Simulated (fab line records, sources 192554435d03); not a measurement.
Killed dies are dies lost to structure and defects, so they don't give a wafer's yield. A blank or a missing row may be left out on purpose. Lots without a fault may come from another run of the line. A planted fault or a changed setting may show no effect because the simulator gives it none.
Split-lot experiment | flow n5_finfet | 7 lots, 39 wafers read, on a route of 1938 steps

THE SPLIT
At N5_BEOL_M2_DESCUM_33 (chemistry O2, time 7 s), the setting time_s was moved away from the recipe's 7 s on 15 of the 39 wafers read, by -51.2% to +44.9%. The other wafers ran this setting at the recipe's value.

The file shows no step between the split and the reading.

THE READING
CAR-EUV_of_BEOL_M2_COAT_22.thk_nm (the simulator's own value, which no gauge read), in nm, at N5_BEOL_M2_ETCH_77 (etches underlayer in N2/H2, target depth 6.5 nm, time 5.2 s). The file gives no usual value for it. The 24 wafers here that ran the recipe average 20.3 nm, standard deviation 0.13 nm.

wafer  | tool, chamber at the split | time_s as run, s | against the recipe | CAR-EUV_of_BEOL_M2_COAT_22.thk_nm, nm | against lot-mates on the recipe
L074.1 | rie_diel-05, 0,1,0         | 7                | recipe             | 20.2                                  | -
L074.2 | rie_diel-05, 0,1,0         | 7                | recipe             | 20.4                                  | -
L074.3 | rie_diel-05, 2,3,3         | 7                | recipe             | 20.4                                  | -
L074.4 | rie_diel-05, 2,3,3         | 7                | recipe             | 20.4                                  | -
L074.5 | rie_diel-05, 0,1,0         | 7                | recipe             | 20.4                                  | -
L074.6 | rie_diel-05, 2,3,3         | 7                | recipe             | 20.4                                  | -
L075.1 | rie_diel-04, 1             | 7                | recipe             | 20                                    | -
L075.2 | rie_diel-04, 3,2           | 10.14            | +44.9%             | 18.8                                  | -1.4
L075.5 | rie_diel-04, 3,2           | 10.14            | +44.9%             | 18.8                                  | -1.4
L075.3 | rie_diel-04, 2,0           | 7                | recipe             | 20.4                                  | -
L075.4 | rie_diel-04, 2,0           | 7                | recipe             | 20.2                                  | -
L075.6 | rie_diel-04, 1             | 10.14            | +44.9%             | 18.4                                  | -1.8
L080.1 | rie_diel-05, 2,3,0         | 7                | recipe             | 20.2                                  | -
L080.3 | rie_diel-05, 2,3,0         | 7                | recipe             | 20.2                                  | -
L080.2 | rie_diel-05, 2,3,0         | 7                | recipe             | 20.4                                  | -
L080.4 | rie_diel-05, 1,1,2         | 3.542            | -49.4%             | 22                                    | +1.7
L080.5 | rie_diel-05, 1,1,2         | 3.542            | -49.4%             | 22                                    | +1.7
L080.6 | rie_diel-05, 1,1,2         | 3.542            | -49.4%             | 22                                    | +1.7
L081.2 | rie_diel-01, 2             | 7                | recipe             | 20                                    | -
L081.5 | rie_diel-01, 3,2           | 7                | recipe             | 20.4                                  | -
L081.6 | rie_diel-01, 3,2           | 7                | recipe             | 20.2                                  | -
L083.1 | rie_diel-05, 1,2           | 7                | recipe             | 20.4                                  | -
L083.5 | rie_diel-05, 1             | 7                | recipe             | 20.4                                  | -
L083.2 | rie_diel-05, 0,3,2         | 8.864            | +26.6%             | 19.4                                  | -0.9
L083.4 | rie_diel-05, 0,3,2         | 8.864            | +26.6%             | 19.4                                  | -0.9
L083.6 | rie_diel-05, 0,3,2         | 8.864            | +26.6%             | 19.4                                  | -0.9
L083.3 | rie_diel-05, 1,2           | 7                | recipe             | 20.2                                  | -
L086.1 | rie_diel-04, 1,3,2         | 3.416            | -51.2%             | 22                                    | +1.6
L086.2 | rie_diel-04, 1,3,2         | 3.416            | -51.2%             | 22.2                                  | +1.8
L086.5 | rie_diel-04, 1,3,2         | 3.416            | -51.2%             | 22.2                                  | +1.8
L086.3 | rie_diel-04, 0,3           | 7                | recipe             | 20.4                                  | -
L086.4 | rie_diel-04, 2             | 7                | recipe             | 20.4                                  | -
L086.6 | rie_diel-04, 0,3           | 7                | recipe             | 20.4                                  | -
L091.1 | rie_diel-01, 1,0,1         | 5.57             | -20.4%             | 21.2                                  | +0.9
L091.5 | rie_diel-01, 1,0,1         | 5.57             | -20.4%             | 21.2                                  | +0.9
L091.6 | rie_diel-01, 1,0,1         | 5.57             | -20.4%             | 21.2                                  | +0.9
L091.2 | rie_diel-01, 3,0           | 7                | recipe             | 20.4                                  | -
L091.4 | rie_diel-01, 3,0           | 7                | recipe             | 20.4                                  | -
L091.3 | rie_diel-01, 2             | 7                | recipe             | 20.2                                  | -
Where a row lists several chambers, the file gives one row for several wafers and doesn't say which wafer went through which chamber.

THE FIT
A straight line over all 39 wafers: CAR-EUV_of_BEOL_M2_COAT_22.thk_nm changes by -0.0357 nm for each +1% of time_s; r = -0.99; the points scatter about the line by 0.13 nm.
The same after taking each lot's own level away (the mean of its wafers on the recipe; 39 wafers): -0.0348 nm for each +1%; r = -0.99; scatter 0.11 nm.
On that fit, the largest move of time_s shifts the reading by 1.8 nm.
The lots' own levels span 20.20 to 20.40 nm, that is 1.6 times the standard deviation above.
So the lot-to-lot level changes the slope little: the two slopes agree.
Check: with one of the wafers moved furthest among these (-51.2%) left out of the fit, the line predicts +1.82 nm for it against its lot-mates. It came out at +1.6 nm against them.

OTHER SPLITS ON THESE WAFERS
These wafers also went through other splits before the reading. Each is held against what the fit with the lots' levels taken away leaves over:
other split on the same wafers       | wafers away from the commonest value | r with CAR-EUV_of_BEOL_M2_COAT_22.thk_nm (lot level and that fit taken away)
N5_ZERO_LAYER_ETCH_18 target_depth_a | 9                                    | +0.03
N5_FIN_SAQP_ETCH_65 time_s           | 12                                   | +0.07
N5_SD_EPI_N_EPI_21 epi_growth_time_s | 15                                   | -0.09
N5_BEOL_M0_SAQP_HM_DEP_111 time_s    | 15                                   | -0.09

THE WHOLE CHAIN: every reading that the file lists as answering this split, in the file's order
step                 | what it does                                                | reading                                                                            | change (the file's fit)                | r (the file's)
N5_BEOL_M2_DESCUM_33 | chemistry O2, time 7 s                                      | CAR-EUV_of_BEOL_M2_COAT_22.thk_nm (the simulator's own value, which no gauge read) | -0.0337 nm for each +1% of the setting | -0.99
N5_BEOL_M2_ETCH_77   | etches underlayer in N2/H2, target depth 6.5 nm, time 5.2 s | CAR-EUV_of_BEOL_M2_COAT_22.thk_nm (the simulator's own value, which no gauge read) | -0.0348 nm for each +1% of the setting | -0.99

THE FILE'S OWN FIT
CAR-EUV_of_BEOL_M2_COAT_22.thk_nm changes by -0.0348 nm for each +1% of time_s, r = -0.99.
